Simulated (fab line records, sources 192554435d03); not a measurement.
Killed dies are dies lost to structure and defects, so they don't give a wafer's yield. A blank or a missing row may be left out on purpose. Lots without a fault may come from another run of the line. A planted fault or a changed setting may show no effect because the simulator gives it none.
fab line records | flow n5_finfet
record lots=7 wafers=21
route steps=1938 shown BEOL_M8@1371 BEOL_M9@1428 BEOL_M10@1509 BEOL_M11@1578
start_h: hours from the record's first day to the start of the lot's first wafer shown | wait_h: hours since the lot's step before | " the same as in the row above | L1.1+2: a row that stands for several wafers | - no value, or no start given | * or withheld: withheld | < > ~ a bound
route shown NAME@n: a module of which the file shows steps, and the number in the route of the first | usual: mean/standard deviation of fault-free wafers | same: alike in all rows | chamber/n: place in a boat | sites: the reading at each site | _std_site: their standard deviation | _edge_site: outer sites' mean less inner sites' | radius_mm: how far each site lies from the wafer's centre | mask NAME#n: copy n | behind: the tool/chamber that last shaped the wafer | hold: why the lot was held/for how many hours/how that ended | device: the transistor (n, p or np) that didn't switch | end of line: the same wafers' tests at the end of the route | a step without rows: its recipe alone | killed: dies lost to structure and defects at the first sort, not the wafer's yield | map: a wafer's dies, x killed, . not, _ none there
set.NAME: the setting as run; set.NAME@STEP: as run at that earlier step | model.NAME: the simulator's own value behind a step, which no gauge read
lots whose settings were changed on purpose; a table a step, a row a wafer
## steps
# step N5_BEOL_M8_ETCH_66
# recipe chemistry=N2/H2 target=SOC target_depth_a=800 overetch_a=160 mask_material=SiARC temp_c=40 time_s=120 ion_energy_ev=200 pressure_mtorr=30 source_w=840 bias_w=150 n2_flow_sccm=200 h2_flow_sccm=200
# usual rf_vpp_V=524.8/2
# columns lot.wafer tool chamber start_h wait_h set.bias_w rf_vpp_V model.SiARC_of_BEOL_M8_COAT_64.thk_nm
L075.1 rie_diel-01 3 218.29 0.0 150 523.3 6.6
L075.4 " 2 " " 126 468.6 7.4
L075.5 " 3 " " 126 467.6 7.8
L083.2 rie_diel-02 0 266.89 0.0 150 529.7 6.6
L083.4 " 0 " " 134.1 489.6 7.2
L083.6 " 3 " " 134.1 488.6 7.2
L082.1 rie_diel-01 0 282.35 0.0 150 526.9 6.6
L082.4 " 0 " " 174 576.6 5.6
L082.5 " 1 " " 150 523.9 6.6
L090.1 rie_diel-02 2 321.13 0.0 167.6 563.9 5.2
L090.3 " 3 " " 150 523.1 6.4
L090.6 " 2 " " 167.6 565.4 5.2
L096.2 rie_diel-06 0 327.35 0.0 150 528.4 6.4
L096.4 " 2 " " 150 527.2 6.4
L096.6 " 3 " " 150 522.2 6.2
L094.1 rie_diel-01 3 327.69 0.0 150 524.4 6.4
L094.2 " 1 " " 150 524.7 6.4
L094.6 " 3 " " 150 520.7 6.6
L092.1 rie_diel-06 2 327.95 0.0 133.9 489.3 7.2
L092.2 " 3 " " 150 521.4 6.2
L092.4 " 2 " " 133.9 489.8 7.2
# step N5_BEOL_M8_STRIP_69
# recipe chemistry=N2/H2 temp_c=40 n2_flow_sccm=200 h2_flow_sccm=200 rf_frequency_hz=6e+07
# step N5_BEOL_M8_STRIP_73
# recipe chemistry=N2/H2 temp_c=40 n2_flow_sccm=200 h2_flow_sccm=200 rf_frequency_hz=6e+07
# step N5_BEOL_M8_STRIP_76
# recipe chemistry=C4F6/O2 resist=SiARC rf_frequency_hz=6e+07
# step N5_BEOL_M8_STRIP_36
# recipe chemistry=N2/H2 power_w=450 temp_c=40 pressure_mtorr=20 rf_frequency_hz=6e+07 overash_fraction=0.3 bias_power_w=7 h2_frac=0.5 n2_flow_sccm=200 h2_flow_sccm=200
# step N5_BEOL_M8_TRENCH_ETCH_37
# recipe chemistry=C4F6/O2 target_depth_a=934.78 target=SiCOH_lowk time_s=31.2 ion_energy_ev=250 pressure_mtorr=30 source_w=345 bias_w=185 Ar_flow_sccm=300 C4F6_flow_sccm=10 O2_flow_sccm=10
# columns lot.wafer tool chamber start_h wait_h set.target_thk_a@BEOL_M8_HM_DEP_02 model.TiN_of_BEOL_M8_HM_DEP_02.thk_nm
L075.1 rie_diel-01 3 - - 200 17.2
L075.4 " 2 " " 200 17.8
L075.5 " 3 " " 200 17.4
L083.2+6 rie_diel-02 0,3 - - 200 17.2
L083.4 " 0 " " 200 17
L082.1+4 rie_diel-01 0 - - 190.4 16.4
L082.5 " 1 " " 200 17.8
L090.1 rie_diel-02 2 - - 200 17
L090.3 " 3 " " 200 17.4
L090.6 " 2 " " 200 17.2
L096.2 rie_diel-06 0 - - 215.5 18.6
L096.4 " 2 " " 200 17.2
L096.6 " 3 " " 200 17
L094.1+6 rie_diel-01 3 - - 200 16.8
L094.2 " 1 " " 200 16.6
L092.1 rie_diel-06 2 - - 200 16.6
L092.2 " 3 " " 220.3 19
L092.4 " 2 " " 200 16.8
# step N5_BEOL_M8_ETCH_41
# recipe chemistry=CH3F/O2 target=SiCN target_depth_a=319 taper_deg=2 time_s=57.8 ion_energy_ev=120 mask_material=TiN pressure_mtorr=30 source_w=395 bias_w=75 Ar_flow_sccm=150 CH3F_flow_sccm=30 O2_flow_sccm=20
# step N5_BEOL_M8_STRIP_80
# recipe chemistry=N2/H2 time_s=10 power_w=450 temp_c=40 pressure_mtorr=20 rf_frequency_hz=6e+07 bias_power_w=7 n2_flow_sccm=200 h2_flow_sccm=200
# step N5_BEOL_M8_PRECLEAN_42
# recipe chemistry=residue_remover time_s=60 temp_c=40
# step N5_BEOL_M8_SRD_43
# recipe time_s=30 temp_c=23 rinse_liquid=diw dry=ipa_marangoni
# step N5_BEOL_M8_CD_MEAS_35
# recipe target_cd_nm=40 polarity=opening
# usual cd_nm=40.3/0.61
# columns lot.wafer tool chamber start_h wait_h set.peb_time_s@BEOL_M8_PEB_09 cd_nm
L075.1 cd_sem-01 - 218.79 0.0 67.92 43.6
L075.4 " - " " 60 39.9
L075.5 " - " " 67.92 42.8
L083.2 cd_sem-02 - 267.40 0.0 51.5 36.1
L083.4 " - " " 51.5 35.9
L083.6 " - " " 60 40.1
L082.1 cd_sem-01 - 282.86 0.0 60 40.5
L082.4 " - " " 53.45 37.4
L082.5 " - " " 53.45 37.6
L090.1 cd_sem-02 - 321.63 0.0 60 40.5
L090.3 " - " " 68.75 43.8
L090.6 " - " " 68.75 43.9
L096.2 cd_sem-01 - 327.86 0.0 60 41.5
L096.4 " - " " 47.99 35.7
L096.6 " - " " 47.99 34.2
L094.1 cd_sem-03 - 328.21 0.0 60 39.7
L094.2 " - " " 60 39.9
L094.6 " - " " 60 40.5
L092.1 cd_sem-01 - 328.47 0.0 60 39.1
L092.2 " - " " 49.61 34.7
L092.4 " - " " 60 40.3
# step N5_BEOL_M9_COAT_22
# recipe resist=CAR-EUV spin_rpm=1500 resist_thk_nm=30
# columns lot.wafer tool chamber start_h wait_h set.spin_rpm model.CAR-EUV_of_BEOL_M9_COAT_22.thk_nm
L075.1 litho_track-02 0 - - 1500 30.2
L075.4+5 " 0 " " 1500 30
L083.2+4 litho_track-02 0 - - 1363 31.4
L083.6 " 0 " " 1363 31.6
L082.1+4+5 litho_track-02 0 - - 1500 30
L090.1 litho_track-02 0 - - 1500 30.2
L090.3+6 " 0 " " 1500 30
L096.2+4+6 litho_track-02 0 - - 1500 30
L094.1+2+6 litho_track-05 0 - - 1500 30
L092.1+2+4 litho_track-02 0 - - 1500 30
# step N5_BEOL_M9_EBR_24
# recipe solvent=PGMEA ebr_width_mm=1.5
# step N5_BEOL_M9_SOFTBAKE_23
# recipe temp_c=110 time_s=60 resist=CAR-EUV
# step N5_BEOL_M9_DESCUM_33
# recipe chemistry=O2 time_s=7 source_power_w=50 bias_power_w=20 pressure_mtorr=20 rf_frequency_hz=2.712e+07 temp_c=40 resist=CAR-EUV o2_flow_sccm=225
# columns lot.wafer tool chamber start_h wait_h set.spin_rpm@BEOL_M9_COAT_22 model.CAR-EUV_of_BEOL_M9_COAT_22.thk_nm
L075.1+4+5 rie_diel-05 3,1,3 225.75 0.0 1500 26.2
L083.2+4 rie_diel-04 1,0 273.60 0.0 1363 27.4
L083.6 " 3 " " 1363 27.6
L082.1+4+5 rie_diel-05 0,1,0 289.94 0.0 1500 26.2
L090.1+3+6 rie_diel-05 1,3,0 327.11 0.0 1500 26.2
L096.2+4+6 rie_diel-05 3,0,3 334.37 0.0 1500 26
L094.1+2+6 rie_diel-03 3,0,2 334.72 0.2 1500 26
L092.1+4 rie_diel-05 1,3 335.95 0.0 1500 26.2
L092.2 " 0 " " 1500 26
# step N5_BEOL_M9_ETCH_76
# recipe chemistry=N2/H2 target=underlayer target_depth_a=65 mask_material=CAR-EUV time_s=5.2 ion_energy_ev=200 pressure_mtorr=30 source_w=840 bias_w=150 n2_flow_sccm=200 h2_flow_sccm=200 ends=cleared
# columns lot.wafer tool chamber start_h wait_h set.spin_rpm@BEOL_M9_COAT_22 model.CAR-EUV_of_BEOL_M9_COAT_22.thk_nm
L075.1 rie_diel-05 3 225.78 0.0 1500 20.6
L075.4+5 " 1,3 " " 1500 20.4
L083.2+4 rie_diel-04 1,0 273.64 0.0 1363 21.6
L083.6 " 3 " " 1363 21.8
L082.1 rie_diel-05 0 289.97 0.0 1500 20.6
L082.4+5 " 1,0 " " 1500 20.4
L090.1+6 rie_diel-05 1,0 327.15 0.0 1500 20.4
L090.3 " 3 " " 1500 20.6
L096.2+4+6 rie_diel-05 3,0,3 334.41 0.0 1500 20.4
L094.1 rie_diel-03 3 334.76 0.0 1500 20.4
L094.2+6 " 0,2 " " 1500 20.2
L092.1+2+4 rie_diel-05 1,0,3 335.99 0.0 1500 20.4
# step N5_BEOL_M10_VIA_ETCH_34
# recipe chemistry=C4F6/O2 target=SiCOH_lowk target_depth_a=1845 mask_material=SOC taper_deg=4 time_s=69.2 ion_energy_ev=250 pressure_mtorr=30 source_w=345 bias_w=185 Ar_flow_sccm=300 C4F6_flow_sccm=10 O2_flow_sccm=10
# columns lot.wafer tool chamber start_h wait_h set.time_s model.etch.depth_nm model.SOC_of_BEOL_M10_COAT_63.thk_nm
L075.1 rie_diel-02 3 233.67 0.0 69.2 186.8 91.6
L075.4 " 0 " " 69.2 183.8 91.8
L075.5 " 1 " " 69.2 181.5 92
L083.2 rie_diel-02 2 282.02 0.0 69.2 193.8 91.4
L083.4 " 3 " " 69.2 186.6 91.8
L083.6 " 0 " " 69.2 185 91.6
L082.1 rie_diel-01 2 300.18 0.0 62.09 164.9 92.6
L082.4 " 0 " " 62.09 166.3 92.8
L082.5 " 3 " " 62.09 164.1 92.8
L090.1 rie_diel-01 0 332.57 0.0 60.63 163.1 93.2
L090.3 " 1 " " 60.63 161.6 92.8
L090.6 " 1 " " 69.2 185.8 91.6
L096.2 rie_diel-06 3 342.35 0.0 62.36 170.2 92.2
L096.4 " 1 " " 62.36 170.5 92.8
L096.6 " 1 " " 69.2 188.9 91.8
L094.1 rie_diel-01 3 342.53 0.0 69.2 182 91.8
L094.2 " 2 " " 69.2 183.5 92
L094.6 " 1 " " 69.2 184.8 92.4
L092.1 rie_diel-01 3 344.31 0.0 69.2 182.4 91.8
L092.2 " 0 " " 79.16 212.2 90.4
L092.4 " 1 " " 79.16 210.1 90.8
# step N5_BEOL_M11_TRENCH_ETCH_37
# recipe chemistry=C4F6/O2 target_depth_a=1488.3 target=SiCOH_lowk time_s=48 ion_energy_ev=250 pressure_mtorr=30 source_w=345 bias_w=185 Ar_flow_sccm=300 C4F6_flow_sccm=10 O2_flow_sccm=10
# columns lot.wafer tool chamber start_h wait_h set.time_s model.BEOL_M11.feature_depth_nm model.etch.depth_nm model.TiN_of_BEOL_M11_HM_DEP_02.thk_nm
L075.1 rie_diel-04 1 - - 48 150.4 150.3 16
L075.4 " 2 " " 48 143.6 143.6 16.4
L075.5 " 3 " " 40.74 126.6 126.6 16.6
L083.2 rie_diel-04 0 - - 48 146.4 146.4 16
L083.4 " 3 " " 48 149.2 149.3 16
L083.6 " 0 " " 56.87 173.6 173.5 15.2
L082.1 rie_diel-04 1 - - 53.44 169.2 169.2 15
L082.4 " 2 " " 53.44 171.2 171.2 15
L082.5 " 1 " " 48 153 153.1 15.2
L090.1 rie_diel-05 0 - - 42.12 131.4 131.4 16.4
L090.3 " 3 " " 42.12 129 129 16.4
L090.6 " 0 " " 42.12 132.8 132.8 16.2
L094.1 rie_diel-05 1 - - 48 145.8 145.9 15.8
L094.2 " 3 " " 48 147.6 147.6 15.8
L094.6 " 3 " " 48 146.4 146.4 16
L096.2 rie_diel-04 1 - - 48 150 150.1 16.2
L096.4 " 0 " " 40.34 122.8 122.8 16.6
L096.6 " 3 " " 40.34 123.6 123.7 16.6
L092.1 rie_diel-04 2 - - 48 152.4 152.4 15.8
L092.2 " 1 " " 40.2 126.6 126.6 16.6
L092.4 " 3 " " 40.2 125.4 125.4 16.6
# step N5_BEOL_M11_ETCH_41
# recipe chemistry=CH3F/O2 target=SiCN target_depth_a=426 taper_deg=2 time_s=86 ion_energy_ev=120 mask_material=TiN pressure_mtorr=30 source_w=395 bias_w=75 Ar_flow_sccm=150 CH3F_flow_sccm=30 O2_flow_sccm=20
# columns lot.wafer tool chamber start_h wait_h set.time_s model.etch.depth_nm
L075.1 rie_diel-04 1 - - 86 33.18
L075.4 " 2 " " 71.44 26.17
L075.5 " 3 " " 71.44 27.54
L083.2 rie_diel-04 0 - - 74.21 27.27
L083.4 " 3 " " 86 32.56
L083.6 " 0 " " 74.21 27.45
L082.1 rie_diel-04 1 - - 86 33.15
L082.4 " 2 " " 77.13 29.85
L082.5 " 1 " " 77.13 29.67
L090.1 rie_diel-05 0 - - 86 33.14
L090.3 " 3 " " 77.6 29.05
L090.6 " 0 " " 86 33.12
L094.1 rie_diel-05 1 - - 86 31.97
L094.2 " 3 " " 86 32.11
L094.6 " 3 " " 86 32.04
L096.2 rie_diel-04 1 - - 73.29 27.96
L096.4 " 0 " " 86 32.24
L096.6 " 3 " " 73.29 27.82
L092.1 rie_diel-04 2 - - 98.45 38.23
L092.2 " 1 " " 86 33.15
L092.4 " 3 " " 86 32.75
# step N5_BEOL_M11_STRIP_77
# recipe chemistry=N2/H2 time_s=10 power_w=450 temp_c=40 pressure_mtorr=20 rf_frequency_hz=6e+07 bias_power_w=7 n2_flow_sccm=200 h2_flow_sccm=200
# step N5_BEOL_M11_OCD_MEAS_38
# usual trench_depth_nm=149.1/2.2
# columns lot.wafer tool chamber start_h wait_h set.time_s@BEOL_M11_TRENCH_ETCH_37 trench_depth_nm
L075.1 ocd-02 - 239.65 - 48 150.3
L075.4 " - " " 48 143.7
L075.5 " - " " 40.74 126.2
L083.2 ocd-01 - 291.74 - 48 146.8
L083.4 " - " " 48 149.5
L083.6 " - " " 56.87 173.5
L082.1 ocd-01 - 308.61 - 53.44 169.4
L082.4 " - " " 53.44 171.4
L082.5 " - " " 48 153.3
L090.1 ocd-01 - 338.87 - 42.12 131.5
L090.3 " - " " 42.12 128.3
L090.6 " - " " 42.12 133.2
L094.1 ocd-01 - 349.59 - 48 145.9
L094.2 " - " " 48 147.2
L094.6 " - " " 48 146.9
L096.2 ocd-02 - 349.76 - 48 150.2
L096.4 " - " " 40.34 123.4
L096.6 " - " " 40.34 123.3
L092.1 ocd-01 - 353.45 - 48 152.2
L092.2 " - " " 40.2 126.6
L092.4 " - " " 40.2 125.3
# step N5_BEOL_M11_HM_STRIP_39
# recipe chemistry=peroxide_tin_strip material=TiN target_depth_a=250 temp_c=50 time_s=158
# step N5_BEOL_M11_SRD_40
# recipe time_s=30 temp_c=23 rinse_liquid=diw dry=ipa_marangoni
# step N5_BEOL_M11_ECD_50
# recipe material=Cu target_thk_a=3180
# step N5_BEOL_M11_ANNEAL_51
# recipe temp_c=225 time_s=90 ambient=N2
# step N5_BEOL_M11_CMP_52
# recipe stop_on=SiCOH_lowk t_overpolish_s=7 down_force_psi=1 platen_rpm=50 clearing_platen_down_force_psi=1.5 clearing_platen_rpm=50 post_cmp_clean=cu_alkaline target_thk_nm=140 clearing_platen_pad_velocity_m_s=0.99484 pad_velocity_m_s=0.99484
# columns lot.wafer tool chamber start_h wait_h set.time_s@BEOL_M11_TRENCH_ETCH_37 model.Cu_of_BEOL_M11_ECD_50.thk_nm
L075.4 cmp-03 1 242.12 0.1 48 136.6
L075.1 " 2 " " 48 140.6
L075.5 " 1 " " 40.74 117.4
L083.2 cmp-01 3 297.10 0.2 48 134.8
L083.4 " 1 " " 48 140.6
L083.6 " 3 " " 56.87 162.2
L082.4 cmp-04 2 311.74 0.2 53.44 161.8
L082.1 " 3 " " 53.44 160.2
L082.5 " 1 " " 48 143.8
L090.3 cmp-04 0 343.01 0.2 42.12 121.6
L090.1 " 2 " " 42.12 124.2
L090.6 " 0 " " 42.12 125.2
L094.1 cmp-03 3 352.26 0.3 48 137.6
L094.2 " 0 " " 48 138.4
L094.6 " 3 " " 48 137.8
L096.2 cmp-04 2 352.31 0.2 48 140.6
L096.4 " 1 " " 40.34 113.6
L096.6 " 2 " " 40.34 113.4
L092.2 cmp-03 3 355.80 0.2 40.2 119.8
L092.1 " 0 " " 48 145.2
L092.4 " 2 " " 40.2 116.2
# step N5_BEOL_M11_THK_MEAS_53
# recipe thk_meas_gauge=xrf reads=Cu_of_BEOL_M11_ECD_50
# usual M11_THK=139.9/2.8
# columns lot.wafer tool chamber start_h wait_h set.time_s@BEOL_M11_TRENCH_ETCH_37 M11_THK[nm]
L075.1 film_metro-01 - 242.42 - 48 141.9
L075.4 " - " " 48 137.0
L075.5 " - " " 40.74 118.6
L083.2 film_metro-01 - 297.36 - 48 135.5
L083.4 " - " " 48 141.1
L083.6 " - " " 56.87 163.0
L082.1 film_metro-01 - 311.99 - 53.44 160.2
L082.4 " - " " 53.44 161.9
L082.5 " - " " 48 144.4
L090.1 film_metro-02 - 343.31 - 42.12 123.8
L090.3 " - " " 42.12 121.5
L090.6 " - " " 42.12 125.3
L094.1 film_metro-02 - 352.51 - 48 138.4
L094.2 " - " " 48 139.2
L094.6 " - " " 48 139.1
L096.2 film_metro-01 - 352.60 - 48 139.9
L096.4 " - " " 40.34 113.4
L096.6 " - " " 40.34 113.6
L092.1 film_metro-01 - 356.10 - 48 146.3
L092.2 " - " " 40.2 121.1
L092.4 " - " " 40.2 117.3
# step N5_BEOL_M11_PRE_CLEAN_55
# recipe gas=NH3 time_s=15 temp_c=withheld rf_power_w=300
# step N5_BEOL_M11_DEP_56
# recipe material=SiCN target_thk_a=300 temp_c=withheld precursor=3MS/NH3 pressure_torr=3 rf_w=675 time_s=10.5
# step N5_BEOL_M11_RS_MEAS_57
# recipe thk_meas_gauge=four-point-probe reads=Cu_of_BEOL_M11_ECD_50+Co_of_BEOL_M11_CVD_75+TaN_of_BEOL_M11_ALD_74
# usual M11_RS=0.151/0.0031
# columns lot.wafer tool chamber start_h wait_h set.time_s@BEOL_M11_TRENCH_ETCH_37 M11_RS[ohm/sq]
L075.1 film_metro-01 - 242.54 0.0 48 0.150
L075.4 " - " " 48 0.155
L075.5 " - " " 40.74 0.184
L083.2 film_metro-02 - 297.49 0.0 48 0.158
L083.4 " - " " 48 0.150
L083.6 " - " " 56.87 0.128
L082.1 film_metro-02 - 312.12 0.0 53.44 0.130
L082.4 " - " " 53.44 0.129
L082.5 " - " " 48 0.147
L090.1 film_metro-02 - 343.45 0.1 42.12 0.172
L090.3 " - " " 42.12 0.177
L090.6 " - " " 42.12 0.171
L094.1 film_metro-02 - 352.64 0.0 48 0.154
L094.2 " - " " 48 0.153
L094.6 " - " " 48 0.153
L096.2 film_metro-01 - 352.73 0.0 48 0.150
L096.4 " - " " 40.34 0.191
L096.6 " - " " 40.34 0.191
L092.1 film_metro-02 - 356.22 0.0 48 0.145
L092.2 " - " " 40.2 0.179
L092.4 " - " " 40.2 0.186
## key
split step=N5_BEOL_M8_ETCH_66 setting=bias_w stated=150 by=wafer
response step=N5_BEOL_M8_ETCH_66 reading=rf_vpp_V change=+3.38 per=1% r=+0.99
response step=N5_BEOL_M8_ETCH_66 reading=model.SiARC_of_BEOL_M8_COAT_64.thk_nm change=-0.072 per=1% r=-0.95
split step=N5_BEOL_M9_COAT_22 setting=spin_rpm stated=1500 by=lot
response step=N5_BEOL_M9_COAT_22 reading=model.CAR-EUV_of_BEOL_M9_COAT_22.thk_nm change=-0.158 per=1% r=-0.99
response step=N5_BEOL_M9_DESCUM_33 reading=model.CAR-EUV_of_BEOL_M9_COAT_22.thk_nm change=-0.147 per=1% r=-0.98
response step=N5_BEOL_M9_ETCH_76 reading=model.CAR-EUV_of_BEOL_M9_COAT_22.thk_nm change=-0.137 per=1% r=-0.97
split step=N5_BEOL_M10_VIA_ETCH_34 setting=time_s stated=69.2 by=wafer
response step=N5_BEOL_M10_VIA_ETCH_34 reading=model.etch.depth_nm change=+1.94 per=1% r=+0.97
response step=N5_BEOL_M10_VIA_ETCH_34 reading=model.SOC_of_BEOL_M10_COAT_63.thk_nm change=-0.0906 per=1% r=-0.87
split step=N5_BEOL_M11_TRENCH_ETCH_37 setting=time_s stated=48 by=wafer
response step=N5_BEOL_M11_TRENCH_ETCH_37 reading=model.BEOL_M11.feature_depth_nm change=+1.51 per=1% r=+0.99
response step=N5_BEOL_M11_TRENCH_ETCH_37 reading=model.etch.depth_nm change=+1.51 per=1% r=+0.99
response step=N5_BEOL_M11_TRENCH_ETCH_37 reading=model.TiN_of_BEOL_M11_HM_DEP_02.thk_nm change=-0.0349 per=1% r=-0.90
response step=N5_BEOL_M11_OCD_MEAS_38 reading=trench_depth_nm change=+1.5 per=1% r=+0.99
response step=N5_BEOL_M11_CMP_52 reading=model.Cu_of_BEOL_M11_ECD_50.thk_nm change=+1.51 per=1% r=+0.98
response step=N5_BEOL_M11_THK_MEAS_53 reading=M11_THK change=+1.5 per=1% r=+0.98
response step=N5_BEOL_M11_RS_MEAS_57 reading=M11_RS change=-0.00196 per=1% r=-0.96
split step=N5_BEOL_M11_ETCH_41 setting=time_s stated=86 by=wafer
response step=N5_BEOL_M11_ETCH_41 reading=model.etch.depth_nm change=+0.357 per=1% r=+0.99
split outside_this_file step=N5_BEOL_M8_HM_DEP_02 setting=target_thk_a
split outside_this_file step=N5_BEOL_M8_PEB_09 setting=peb_time_s
# split outside_this_file: this setting was split too, and the file shows its column; the key of that split is in another file
